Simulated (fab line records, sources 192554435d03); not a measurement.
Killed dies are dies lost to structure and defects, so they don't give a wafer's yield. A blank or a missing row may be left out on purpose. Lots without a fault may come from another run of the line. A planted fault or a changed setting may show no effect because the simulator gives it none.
Which tool did it? | flow n5_finfet | 12 lots, 36 wafers sampled, at 1 step of a route of 1938

WHAT THE GAUGES READ, wafer by wafer
N5_PMOS_HMC_CHANNEL_EPI_INSPECT_11: inspects for defects (macro).
lot  | measured    | on                | raw_defect_count
L075 | day 1 23:53 | defect_inspect-01 | 0 1 3
L077 | day 2 11:24 | defect_inspect-02 | 3 1 5
L079 | day 2 23:29 | defect_inspect-01 | 1 3 2
L081 | day 3 11:47 | defect_inspect-02 | 0 1 1
L083 | day 4 00:05 | defect_inspect-01 | 1 1 0
L085 | day 4 11:52 | defect_inspect-01 | 0 0 1
L087 | day 4 23:42 | defect_inspect-01 | 3 3 2
L089 | day 5 11:53 | defect_inspect-01 | 3 0 4
L091 | day 5 23:40 | defect_inspect-01 | 0 0 1
L093 | day 6 11:16 | defect_inspect-02 | 3 1 3
L095 | day 6 23:49 | defect_inspect-02 | 1 2 5
L097 | day 7 11:28 | defect_inspect-01 | 4 4 0

WHICH TOOL RAN EACH LOT (tool, then ch and the chambers of the sampled wafers, then the start)
The record holds no process step before these readings.

THE ANSWER, worked out from the rows above alone
Rule: what is usual is taken from the lots themselves. Put in order of their means at a reading, lots are off if they are a third of the lots or fewer, leave a main group of 4 or more, and stand apart from it by a gap of 3 or more times the standard deviation of the main group's means; of several such gaps the widest counts. A main group whose means are all the same, to the digits that the tables above print for the reading, isn't used. A lot without any number at a reading at which 4 lots or more have one is off too. The other lots that the step has rows for count as sound.
No lot is off at any reading shown: from this, nothing can be told.

WHAT THE SIMULATOR HAD PUT IN
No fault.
